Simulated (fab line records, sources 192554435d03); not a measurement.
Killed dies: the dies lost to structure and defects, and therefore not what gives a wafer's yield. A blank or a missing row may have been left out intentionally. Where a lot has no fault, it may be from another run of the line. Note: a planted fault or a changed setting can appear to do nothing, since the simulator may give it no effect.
fab line records + flow n5-finfet
record:
- lots: 7
- wafers: 21
- last-day: 17
route steps=1938 shown BEOL_M7@1281
lots that met no fault: taken from a fault-free run of the same line
start-h: the number of hours between the record's first day and the start of the first shown wafer of the lot + wait-h: time in hours since the lot's previous step + " same as the row above + L1.1+2: several wafers, shown together as one row + - either no value or no given start + * or withheld: withheld + < > ~ a bound
route shown NAME@n: names a module that has steps shown in the file, with the first one's number in the route + usual: mean/standard deviation taken from wafers without a fault + same: alike in all rows + chamber/n: place in a boat + sites: the reading at each site + _std_site: standard deviation across them + _edge_site: mean of outer sites minus mean of inner sites + radius-mm: how far each site lies from the wafer's centre + mask NAME#n: copy n + behind: the most recent tool/chamber to have shaped the wafer + hold: reason for holding the lot/hours on hold/outcome of the hold + device: names the non-switching transistor (n, p or np) + end of line: at the end of the route, the tests of the same wafers + a step without rows: its recipe alone + killed: not the wafer's yield, but the dies lost to structure and defects at the first sort + map: dies across one wafer; x = killed, . = not, _ = none there
set.NAME: the setting as run; set.NAME@STEP: as run at that earlier step + model.NAME: the simulator's own value behind a step, which no gauge read
lots at some steps of the route; a table a step, a row a wafer
services: a tool's chamber out of use, with start hour (start-h, from the record's first day; less than 0 if before it), hours out, and reason
== steps ==
step: N5_BEOL_M7_ETCH_62
recipe:
- chemistry: N2/H2
- target: SOC
- target-depth-a: 1100
- overetch-a: 220
- mask-material: SiARC
- temp-c: 40
- time-s: 165
- ion-energy-ev: 200
- pressure-mtorr: 30
- source-w: 840
- bias-w: 150
- n2-flow-sccm: 200
- h2-flow-sccm: 200
usual:
- drypump-motor-current-A: 5.8/0.51
- n2-flow-sccm: 199.9/0.58
- oes-product-au: 0.67/0.054
- rf-vpp-V: 524.1/2.4
- showerhead-plenum-p-Torr: 2.56/0.084
- throttle-valve-pct: 17.88/0.26
same:
- time-s: 165
| lot.wafer | tool        | chamber | start-h | wait-h | drypump-motor-current-A | n2-flow-sccm | oes-product-au | rf-hours-counter-h | rf-vpp-V | showerhead-plenum-p-Torr | throttle-valve-pct |
|-----------|-------------|---------|---------|--------|-------------------------|--------------|----------------|--------------------|----------|--------------------------|--------------------|
| L487.1    | rie-diel-04 | 2       | 192.92  | 0.0    | 6.5                     | 199.8        | 0.63           | 139                | 522.3    | 2.44                     | 18.13              |
| L487.4    | "           | 1       | "       | "      | 5.6                     | 200.2        | 0.66           | 117                | 525.8    | 2.57                     | 18.00              |
| L487.5    | "           | 3       | "       | "      | 5.4                     | 199.8        | 0.59           | -                  | 525.6    | 2.61                     | 17.84              |
| L489.1    | rie-diel-05 | 2       | 218.25  | 0.0    | 5.2                     | 200.9        | 0.62           | 182                | 523.4    | 2.54                     | 17.77              |
| L489.4    | "           | 3       | "       | "      | 6.3                     | 199.1        | 0.69           | 109                | 524.2    | 2.54                     | 18.18              |
| L489.5    | "           | 0       | "       | "      | 5.7                     | 199.6        | 0.66           | -                  | 527.3    | 2.67                     | 17.59              |
| L492.3    | rie-diel-05 | 2       | 230.23  | 0.0    | 5.2                     | 200.1        | 0.62           | 186                | 523.4    | 2.53                     | 17.79              |
| L492.4    | "           | 0       | "       | "      | 5.7                     | 200.3        | 0.65           | 117                | 529.8    | 2.67                     | 17.60              |
| L492.5    | "           | 1       | "       | "      | 5.8                     | 200.0        | 0.62           | -                  | 519.5    | 2.43                     | 18.12              |
| L493.1    | rie-diel-01 | 3       | 234.82  | 0.0    | 5.2                     | 200.1        | 0.69           | 64                 | 525.3    | 2.57                     | 17.97              |
| L493.2    | "           | 1       | "       | "      | 5.5                     | 200.0        | 0.71           | 85                 | 525.6    | 2.58                     | 17.46              |
| L493.6    | "           | 1       | "       | "      | 5.5                     | 199.0        | 0.70           | -                  | 524.7    | 2.58                     | 17.47              |
| L494.2    | rie-diel-04 | 1       | 245.83  | 0.0    | 5.6                     | 199.3        | 0.65           | 135                | 525.0    | 2.56                     | 18.03              |
| L494.5    | "           | 3       | "       | "      | 5.4                     | 200.1        | 0.80           | -                  | 525.0    | 2.61                     | 17.35              |
| L494.6    | "           | 1       | "       | "      | 5.6                     | 200.1        | 0.64           | -                  | 523.6    | 2.56                     | 18.04              |
| L503.3    | rie-diel-01 | 0       | 297.22  | 0.0    | 6.8                     | 199.1        | 0.69           | 89                 | 527.8    | 2.70                     | 17.84              |
| L503.5    | "           | 1       | "       | "      | 5.5                     | 199.9        | 0.69           | -                  | 524.5    | 2.57                     | 17.49              |
| L503.6    | "           | 0       | "       | "      | 6.7                     | 200.1        | 0.69           | -                  | 526.4    | 2.70                     | 17.86              |
| L509.2    | rie-diel-05 | 1       | 332.60  | 0.0    | 5.8                     | 198.7        | 0.61           | 199                | 520.3    | 2.42                     | 18.19              |
| L509.5    | "           | 3       | "       | "      | 6.3                     | 199.2        | 0.65           | -                  | 523.4    | 2.53                     | 18.22              |
| L509.6    | "           | 0       | "       | "      | 5.7                     | 200.9        | 0.64           | -                  | 527.8    | 2.66                     | 17.66              |
step: N5_BEOL_M7_STRIP_68
recipe:
- chemistry: N2/H2
- temp-c: 40
- n2-flow-sccm: 200
- h2-flow-sccm: 200
- rf-frequency-hz: 6e+07
step: N5_BEOL_M7_STRIP_67
recipe:
- chemistry: CF4
- resist: SiARC
- power-w: 300
- bias-power-w: 75
- pressure-mtorr: 50
- cf4-flow-sccm: 150
- rf-frequency-hz: 6e+07
usual:
- drypump-motor-current-A: 5.8/0.51
- oes-product-au: 0.79/0.065
- rf-vpp-V: 271.2/1.4
- showerhead-plenum-p-Torr: 1.80/0.059
- throttle-valve-pct: 13.57/0.25
| lot.wafer | tool        | chamber | start-h | wait-h | drypump-motor-current-A | oes-product-au | rf-hours-counter-h | rf-vpp-V | showerhead-plenum-p-Torr | throttle-valve-pct |
|-----------|-------------|---------|---------|--------|-------------------------|----------------|--------------------|----------|--------------------------|--------------------|
| L487.1    | rie-diel-04 | 2       | 193.06  | 0.0    | 6.5                     | 0.75           | 139                | 269.2    | 1.73                     | 13.85              |
| L487.4    | "           | 1       | "       | "      | 5.6                     | 0.77           | 117                | 270.3    | 1.79                     | 13.49              |
| L487.5    | "           | 3       | "       | "      | 5.4                     | 0.69           | -                  | 271.8    | 1.84                     | 13.69              |
| L489.1    | rie-diel-05 | 2       | 218.40  | 0.0    | 5.2                     | 0.73           | 182                | 272.4    | 1.79                     | 13.51              |
| L489.4    | "           | 3       | "       | "      | 6.3                     | 0.80           | 109                | 273.3    | 1.82                     | 13.96              |
| L489.5    | "           | 0       | "       | "      | 5.7                     | 0.77           | -                  | 274.9    | 1.90                     | 13.43              |
| L492.3    | rie-diel-05 | 2       | 230.38  | 0.0    | 5.2                     | 0.73           | 186                | 271.6    | 1.79                     | 13.52              |
| L492.4    | "           | 0       | "       | "      | 5.7                     | 0.78           | 117                | 274.3    | 1.90                     | 13.43              |
| L492.5    | "           | 1       | "       | "      | 5.8                     | 0.74           | -                  | 269.1    | 1.71                     | 13.77              |
| L493.1    | rie-diel-01 | 3       | 234.97  | 0.0    | 5.2                     | 0.82           | 64                 | 273.2    | 1.80                     | 13.61              |
| L493.2    | "           | 1       | "       | "      | 5.5                     | 0.84           | 85                 | 270.6    | 1.81                     | 13.16              |
| L493.6    | "           | 1       | "       | "      | 5.5                     | 0.84           | -                  | 270.9    | 1.81                     | 13.18              |
| L494.2    | rie-diel-04 | 1       | 245.98  | 0.0    | 5.6                     | 0.76           | 135                | 269.6    | 1.79                     | 13.53              |
| L494.5    | "           | 3       | "       | "      | 5.4                     | 0.95           | -                  | 272.8    | 1.84                     | 13.10              |
| L494.6    | "           | 1       | "       | "      | 5.6                     | 0.76           | -                  | 271.5    | 1.79                     | 13.52              |
| L503.3    | rie-diel-01 | 0       | 297.36  | 0.0    | 6.7                     | 0.82           | 90                 | 274.1    | 1.87                     | 13.48              |
| L503.5    | "           | 1       | "       | "      | 5.5                     | 0.83           | -                  | 270.4    | 1.81                     | 13.21              |
| L503.6    | "           | 0       | "       | "      | 6.7                     | 0.82           | -                  | 273.9    | 1.87                     | 13.48              |
| L509.2    | rie-diel-05 | 1       | 332.74  | 0.0    | 5.7                     | 0.71           | 199                | 268.6    | 1.70                     | 13.84              |
| L509.5    | "           | 3       | "       | "      | 6.3                     | 0.77           | -                  | 271.5    | 1.81                     | 14.05              |
| L509.6    | "           | 0       | "       | "      | 5.7                     | 0.75           | -                  | 273.4    | 1.89                     | 13.48              |
step: N5_BEOL_M7_HM_OPEN_17
recipe:
- chemistry: Cl2/BCl3
- target-depth-a: 200
- overetch-a: 60
- target: TiN
- mask-material: SOC
- ion-energy-ev: 150
- pressure-mtorr: 10
- icp-w: 1000
- bias-w: 126
- Cl2_flow_sccm: 53.25
- bcl3-flow-sccm: 21.75
- Ar_flow_sccm: 25
usual:
- bcl3-flow-sccm: 21.74/0.057
- drypump-motor-current-A: 5.64/0.29
- oes-product-au: 0.63/0.075
- throttle-valve-pct: 22.22/0.13
| lot.wafer | tool         | chamber | start-h | wait-h | bcl3-flow-sccm | drypump-motor-current-A | oes-product-au | rf-hours-counter-h | throttle-valve-pct |
|-----------|--------------|---------|---------|--------|----------------|-------------------------|----------------|--------------------|--------------------|
| L487.1    | rie-metal-02 | 1       | 193.10  | 0.0    | 21.79          | 5.54                    | 0.54           | 110                | 22.03              |
| L487.4    | "            | 0       | "       | "      | 21.78          | 5.59                    | 0.68           | -                  | 22.15              |
| L487.5    | "            | 1       | "       | "      | 21.70          | 5.55                    | 0.53           | -                  | 22.04              |
| L489.1    | rie-metal-01 | 1       | 218.44  | 0.0    | 21.68          | 5.66                    | 0.52           | 127                | 22.67              |
| L489.4    | "            | 0       | "       | "      | 21.85          | 6.01                    | 0.59           | -                  | 22.22              |
| L489.5    | "            | 1       | "       | "      | 21.88          | 5.67                    | 0.52           | -                  | 22.66              |
| L492.3    | rie-metal-02 | 0       | 230.45  | 0.1    | 21.80          | 5.57                    | 0.68           | -                  | 22.18              |
| L492.4    | "            | 1       | "       | "      | 21.76          | 5.54                    | 0.53           | -                  | 22.02              |
| L492.5    | "            | 1       | "       | "      | 21.66          | 5.55                    | 0.54           | -                  | 22.03              |
| L493.1    | rie-metal-01 | 0       | 235.01  | 0.0    | 21.81          | 6.04                    | 0.59           | 76                 | 22.22              |
| L493.2    | "            | 0       | "       | "      | 21.73          | 6.07                    | 0.59           | -                  | 22.21              |
| L493.6    | "            | 0       | "       | "      | 21.74          | 6.04                    | 0.59           | -                  | 22.23              |
| L494.2    | rie-metal-01 | 0       | 246.02  | 0.0    | 21.76          | 6.01                    | 0.58           | 77                 | 22.21              |
| L494.5    | "            | 1       | "       | "      | 21.79          | 5.66                    | 0.83           | -                  | 22.26              |
| L494.6    | "            | 0       | "       | "      | 21.70          | 5.98                    | 0.59           | -                  | 22.21              |
| L503.3    | rie-metal-02 | 0       | 297.46  | 0.1    | 21.65          | 5.57                    | 0.65           | -                  | 22.17              |
| L503.5    | "            | 0       | "       | "      | 21.69          | 5.57                    | 0.64           | -                  | 22.20              |
| L503.6    | "            | 0       | "       | "      | 21.66          | 5.58                    | 0.66           | -                  | 22.18              |
| L509.2    | rie-metal-03 | 0       | 332.78  | 0.0    | 21.87          | 5.75                    | 0.62           | 69                 | 22.14              |
| L509.5    | "            | 0       | "       | "      | 21.80          | 5.74                    | 0.62           | -                  | 22.15              |
| L509.6    | "            | 1       | "       | "      | 21.72          | 5.13                    | 0.63           | -                  | 22.17              |
step: N5_BEOL_M7_STRIP_19
recipe:
- chemistry: O2
- power-w: 400
- temp-c: 40
- pressure-mtorr: 30
- rf-frequency-hz: 6e+07
- bias-power-w: 0
- overash-fraction: 0.2
- o2-flow-sccm: 225
usual:
- drypump-motor-current-A: 5.8/0.53
- oes-product-au: 0.79/0.085
- rf-vpp-V: 3.7/0.61
- showerhead-plenum-p-Torr: 2.10/0.062
- throttle-valve-pct: 16.66/0.28
| lot.wafer | tool        | chamber | start-h | wait-h | drypump-motor-current-A | oes-product-au | rf-hours-counter-h | rf-vpp-V | showerhead-plenum-p-Torr | throttle-valve-pct |
|-----------|-------------|---------|---------|--------|-------------------------|----------------|--------------------|----------|--------------------------|--------------------|
| L487.1    | rie-diel-05 | 0       | 193.22  | 0.1    | 5.7                     | 0.79           | 107                | 3.5      | 2.20                     | 16.39              |
| L487.4    | "           | 3       | "       | "      | 6.3                     | 0.80           | 102                | 3.1      | 2.11                     | 16.98              |
| L487.5    | "           | 2       | "       | "      | 5.2                     | 0.75           | -                  | 4.0      | 2.08                     | 16.50              |
| L489.1    | rie-diel-01 | 0       | 218.66  | 0.2    | 6.7                     | 0.85           | 67                 | 4.8      | 2.22                     | 16.62              |
| L489.4    | "           | 3       | "       | "      | 5.2                     | 0.84           | 59                 | 3.1      | 2.14                     | 16.82              |
| L489.5    | "           | 2       | "       | "      | 5.3                     | 0.91           | -                  | 2.8      | 2.05                     | 16.59              |
| L492.3    | rie-diel-01 | 1       | 230.53  | 0.1    | 5.5                     | 0.86           | 84                 | 4.2      | 2.13                     | 16.30              |
| L492.4    | "           | 3       | "       | "      | 5.2                     | 0.83           | 63                 | 2.8      | 2.13                     | 16.83              |
| L492.5    | "           | 2       | "       | "      | 5.3                     | 0.90           | -                  | 3.4      | 2.05                     | 16.59              |
| L493.1    | rie-diel-04 | 0       | 235.24  | 0.2    | 6.5                     | 0.68           | 249                | 3.7      | 2.14                     | 16.85              |
| L493.2    | "           | 1       | "       | "      | 5.5                     | 0.76           | 132                | 3.5      | 2.12                     | 16.74              |
| L493.6    | "           | 0       | "       | "      | 6.5                     | 0.68           | -                  | 3.5      | 2.14                     | 16.87              |
| L494.2    | rie-diel-04 | 1       | 246.13  | 0.1    | 5.6                     | 0.75           | 136                | 4.0      | 2.12                     | 16.73              |
| L494.5    | "           | 1       | "       | "      | 5.6                     | 0.76           | -                  | 3.3      | 2.12                     | 16.75              |
| L494.6    | "           | 2       | "       | "      | 6.4                     | 0.72           | -                  | 3.7      | 1.99                     | 16.95              |
| L503.3    | rie-diel-04 | 1       | 297.60  | 0.1    | 5.6                     | 0.74           | 154                | 3.2      | 2.11                     | 16.77              |
| L503.5    | "           | 0       | "       | "      | 6.5                     | 0.94           | -                  | 3.1      | 2.13                     | 16.44              |
| L503.6    | "           | 1       | "       | "      | 5.6                     | 0.75           | -                  | 4.3      | 2.11                     | 16.77              |
| L509.2    | rie-diel-04 | 0       | 333.05  | 0.2    | 6.5                     | 0.93           | 21                 | 3.0      | 2.13                     | 16.43              |
| L509.5    | "           | 1       | "       | "      | 5.6                     | 0.74           | -                  | 3.3      | 2.11                     | 16.78              |
| L509.6    | "           | 0       | "       | "      | 6.5                     | 0.93           | -                  | 3.4      | 2.13                     | 16.44              |
step: N5_BEOL_M7_CD_MEAS_18
recipe:
- pitch-nm: 80
- target-cd-nm: 40
usual:
- cd-nm: 40.2/0.64
| lot.wafer | tool      | chamber | start-h | wait-h | cd-nm |
|-----------|-----------|---------|---------|--------|-------|
| L487.1    | cd-sem-02 | -       | 193.28  | 0.0    | 39.5  |
| L487.4    | "         | -       | "       | "      | 40.4  |
| L487.5    | "         | -       | "       | "      | 39.4  |
| L489.1    | cd-sem-01 | -       | 218.73  | 0.0    | 40.8  |
| L489.4    | "         | -       | "       | "      | 41.0  |
| L489.5    | "         | -       | "       | "      | 40.3  |
| L492.3    | cd-sem-02 | -       | 230.60  | 0.1    | 41.1  |
| L492.4    | "         | -       | "       | "      | 40.9  |
| L492.5    | "         | -       | "       | "      | 39.9  |
| L493.1    | cd-sem-03 | -       | 235.31  | 0.0    | 40.1  |
| L493.2    | "         | -       | "       | "      | 40.3  |
| L493.6    | "         | -       | "       | "      | 40.2  |
| L494.2    | cd-sem-02 | -       | 246.20  | 0.1    | 40.3  |
| L494.5    | "         | -       | "       | "      | 40.4  |
| L494.6    | "         | -       | "       | "      | 39.9  |
| L503.3    | cd-sem-01 | -       | 297.68  | 0.1    | 40.7  |
| L503.5    | "         | -       | "       | "      | 40.2  |
| L503.6    | "         | -       | "       | "      | 40.1  |
| L509.2    | cd-sem-03 | -       | 333.12  | 0.1    | 40.3  |
| L509.5    | "         | -       | "       | "      | 40.8  |
| L509.6    | "         | -       | "       | "      | 40.2  |
step: N5_BEOL_M7_COAT_63
recipe:
- resist: SOC
- temp-c: 250
- time-s: 60
- spin-rpm: 1500
- resist-thk-nm: 60
step: N5_BEOL_M7_COAT_64
recipe:
- resist: SiARC
- temp-c: 220
- time-s: 60
- spin-rpm: 1500
- resist-thk-nm: 12
step: N5_BEOL_M7_COAT_71
recipe:
- resist: underlayer
- temp-c: 205
- time-s: 60
- spin-rpm: 1500
- resist-thk-nm: 5
step: N5_BEOL_M7_COAT_22
recipe:
- resist: CAR-EUV
- spin-rpm: 1500
- resist-thk-nm: 30
step: N5_BEOL_M7_EBR_24
recipe:
- solvent: PGMEA
- ebr-width-mm: 1.5
step: N5_BEOL_M7_SOFTBAKE_23
recipe:
- temp-c: 110
- time-s: 60
- resist: CAR-EUV
step: N5_BEOL_M7_EXPOSE_25
recipe:
- mask-id: V6
- na: 0.33
- source-shape: annular
- sigma-inner: 0.4
- sigma-outer: 0.8
- polarization: unpolarized
- target-cd-nm: 40
- dose-mj: 42.5
| lot.wafer  | tool           | chamber | start-h | wait-h | mask | model.BEOL_M7.overlay-x-nm |
|------------|----------------|---------|---------|--------|------|----------------------------|
| L487.1+4+5 | euv-scanner-02 | 0       | 194.19  | -      | V6#0 | 0.4                        |
| L489.1+4+5 | euv-scanner-01 | 0       | 220.92  | -      | V6#0 | -0.6                       |
| L492.3+4+5 | euv-scanner-02 | 0       | 233.31  | -      | V6#0 | 9.6                        |
| L493.1+2+6 | euv-scanner-02 | 0       | 237.17  | -      | V6#0 | 9.6                        |
| L494.2+5+6 | euv-scanner-02 | 0       | 251.34  | -      | V6#0 | 10.2                       |
| L503.3+5+6 | euv-scanner-01 | 0       | 298.85  | -      | V6#0 | 0.4                        |
| L509.2+5+6 | euv-scanner-01 | 0       | 333.47  | -      | V6#0 | 0.2                        |
step: N5_BEOL_M7_PEB_26
recipe:
- peb-temp-c: 100
- peb-time-s: 60
- resist: CAR-EUV
step: N5_BEOL_M7_DEVELOP_27
recipe:
- develop-time-s: 30
- developer: TMAH
- resist: CAR-EUV
- rinse-liquid: surfactant-rinse
- dry: air-spin
- dev-temp-c: 23
step: N5_BEOL_M7_CD_MEAS_28
recipe:
- target-cd-nm: 40
- landing-energy-ev: 500
- detector: se-inlens
usual:
- cd-nm: 40.09/0.23
| lot.wafer | tool      | chamber | start-h | wait-h | cd-nm |
|-----------|-----------|---------|---------|--------|-------|
| L487.1    | cd-sem-01 | 0       | 194.32  | -      | 39.87 |
| L487.4    | "         | 0       | "       | "      | 39.99 |
| L487.5    | "         | 0       | "       | "      | 39.91 |
| L489.1    | cd-sem-01 | 0       | 221.05  | -      | 39.93 |
| L489.4    | "         | 0       | "       | "      | 40.32 |
| L489.5    | "         | 0       | "       | "      | 39.93 |
| L492.3    | cd-sem-01 | 0       | 233.43  | -      | 39.66 |
| L492.4    | "         | 0       | "       | "      | 39.77 |
| L492.5    | "         | 0       | "       | "      | 40.45 |
| L493.1    | cd-sem-02 | 0       | 237.30  | -      | 40.22 |
| L493.2    | "         | 0       | "       | "      | 40.17 |
| L493.6    | "         | 0       | "       | "      | 39.99 |
| L494.2    | cd-sem-01 | 0       | 251.47  | -      | 39.73 |
| L494.5    | "         | 0       | "       | "      | 39.56 |
| L494.6    | "         | 0       | "       | "      | 40.08 |
| L503.3    | cd-sem-03 | 0       | 298.97  | -      | 40.25 |
| L503.5    | "         | 0       | "       | "      | 39.89 |
| L503.6    | "         | 0       | "       | "      | 39.73 |
| L509.2    | cd-sem-01 | 0       | 333.60  | -      | 40.14 |
| L509.5    | "         | 0       | "       | "      | 40.35 |
| L509.6    | "         | 0       | "       | "      | 40.20 |
step: N5_BEOL_M7_OVL_MEAS_29
recipe:
- points-per-wafer: 522
usual:
- V6_OVL: -0.2/0.7
| lot.wafer | tool       | chamber | start-h | wait-h | V6_OVL[nm] |
|-----------|------------|---------|---------|--------|------------|
| L487.1    | overlay-01 | 0       | 194.35  | 0.0    | 0.2        |
| L487.4    | "          | 0       | "       | "      | 0.8        |
| L487.5    | "          | 0       | "       | "      | 1.4        |
| L489.1    | overlay-01 | 0       | 221.08  | 0.0    | -0.5       |
| L489.4    | "          | 0       | "       | "      | -1.3       |
| L489.5    | "          | 0       | "       | "      | -0.5       |
| L492.3    | overlay-01 | 0       | 233.47  | 0.0    | 9.4        |
| L492.4    | "          | 0       | "       | "      | 8.1        |
| L492.5    | "          | 0       | "       | "      | 9.9        |
| L493.1    | overlay-02 | 0       | 237.33  | 0.0    | 8.7        |
| L493.2    | "          | 0       | "       | "      | 8.6        |
| L493.6    | "          | 0       | "       | "      | 8.4        |
| L494.2    | overlay-01 | 0       | 251.50  | 0.0    | 9.6        |
| L494.5    | "          | 0       | "       | "      | 9.4        |
| L494.6    | "          | 0       | "       | "      | 10.2       |
| L503.3    | overlay-01 | 0       | 299.01  | 0.0    | 0.2        |
| L503.5    | "          | 0       | "       | "      | 0.2        |
| L503.6    | "          | 0       | "       | "      | -0.2       |
| L509.2    | overlay-01 | 0       | 333.64  | 0.0    | 0.1        |
| L509.5    | "          | 0       | "       | "      | -0.9       |
| L509.6    | "          | 0       | "       | "      | 0.5        |
step: N5_BEOL_M7_INSPECT_30
recipe:
- mode: adi
- inspect-instrument: brightfield
usual:
- raw-defect-count: 414/100
| lot.wafer | tool              | chamber | start-h | wait-h | raw-defect-count |
|-----------|-------------------|---------|---------|--------|------------------|
| L487.1    | defect-inspect-01 | -       | 194.41  | 0.1    | 474              |
| L487.4    | "                 | -       | "       | "      | 497              |
| L487.5    | "                 | -       | "       | "      | 547              |
| L489.1    | defect-inspect-02 | -       | 221.14  | 0.1    | 309              |
| L489.4    | "                 | -       | "       | "      | 282              |
| L489.5    | "                 | -       | "       | "      | 366              |
| L492.3    | defect-inspect-01 | -       | 233.52  | 0.0    | 482              |
| L492.4    | "                 | -       | "       | "      | 339              |
| L492.5    | "                 | -       | "       | "      | 506              |
| L493.1    | defect-inspect-02 | -       | 237.39  | 0.1    | 362              |
| L493.2    | "                 | -       | "       | "      | 280              |
| L493.6    | "                 | -       | "       | "      | 379              |
| L494.2    | defect-inspect-02 | -       | 251.56  | 0.0    | 383              |
| L494.5    | "                 | -       | "       | "      | 433              |
| L494.6    | "                 | -       | "       | "      | 415              |
| L503.3    | defect-inspect-02 | -       | 299.05  | 0.0    | 544              |
| L503.5    | "                 | -       | "       | "      | 455              |
| L503.6    | "                 | -       | "       | "      | 516              |
| L509.2    | defect-inspect-02 | -       | 333.69  | 0.0    | 515              |
| L509.5    | "                 | -       | "       | "      | 678              |
| L509.6    | "                 | -       | "       | "      | 614              |
== services ==
| tool           | chamber | start-h | hours | kind                          |
|----------------|---------|---------|-------|-------------------------------|
| euv-scanner-02 | -       | 181.79  | 1.0   | pm                            |
| rie-metal-01   | 1       | 186.18  | 2.5   | repair                        |
| rie-diel-01    | -       | 187.24  | 4.3   | pm                            |
| euv-scanner-01 | -       | 196.86  | 1.0   | pm                            |
| rie-diel-04    | 3       | 202.30  | -     | clean                         |
| rie-diel-04    | 3       | 202.30  | -     | consumable-replace:focus-ring |
| rie-diel-01    | -       | 206.39  | 0.5   | repair                        |
| euv-scanner-01 | -       | 207.38  | 1.3   | repair                        |
| euv-scanner-01 | -       | 231.55  | 18.0  | repair                        |
| euv-scanner-02 | -       | 239.55  | 0.3   | repair                        |
| rie-metal-03   | -       | 239.70  | 0.5   | repair                        |
| euv-scanner-02 | -       | 249.51  | 1.0   | pm                            |
| euv-scanner-01 | -       | 253.01  | 1.0   | pm                            |
| euv-scanner-01 | -       | 254.02  | 4.6   | pm                            |
| rie-metal-01   | -       | 255.61  | 1.0   | repair                        |
| euv-scanner-02 | -       | 259.53  | 1.8   | repair                        |
| rie-diel-01    | 1       | 286.80  | 6.7   | repair                        |
| euv-scanner-01 | -       | 290.26  | 5.8   | pm                            |
| euv-scanner-02 | -       | 296.07  | 1.0   | pm                            |
| rie-diel-05    | 0       | 300.39  | 21.1  | repair                        |
| rie-diel-05    | 2       | 303.66  | 4.9   | repair                        |
| euv-scanner-01 | -       | 309.16  | 1.0   | pm                            |
| euv-scanner-02 | -       | 324.62  | 0.3   | repair                        |
| euv-scanner-02 | -       | 331.70  | 4.6   | pm                            |
== key ==
first-sign:
- step: N5_BEOL_M7_OVL_MEAS_29
- reading: V6_OVL
- direction: up
- sigmas: 13
- usual: -0.2
- struck: 9.2
effect none on later readings
model-effect:
- step: N5_BEOL_M7_EXPOSE_25
- value: BEOL_M7.overlay-x-nm
- without: 0.06667
- struck: 9.8
met-at N5_BEOL_M7_EXPOSE_25
struck-wafers L492.3,L492.4,L492.5,L493.1,L493.2,L493.6,L494.2,L494.5,L494.6
rows-end L492.3,L492.4,L492.5,L493.1,L493.2,L493.6
baseline-loss:
- step: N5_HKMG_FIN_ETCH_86
- wafers: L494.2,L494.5
onset-between 194.19 233.31
earlier-fault:
- kind: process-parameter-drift
- tool: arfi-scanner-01
- chamber: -
- onset-h: 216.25
- steps: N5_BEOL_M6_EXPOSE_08
- channel: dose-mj
- offset: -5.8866
- shape: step
- acts-in: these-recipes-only
- stated: 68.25
fault:
- kind: scanner-matching-overlay
- tool: euv-scanner-02
- chamber: -
- onset-h: 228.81
- steps: N5_BEOL_M7_EXPOSE_25
- offset: 9.7492
rows-end: these wafers met a further fault down the route, and their rows from its step on are left out
baseline-loss: these wafers lose ten dies or more at that step, a loss of the line's own and not of a fault; the sort's usual values leave them out
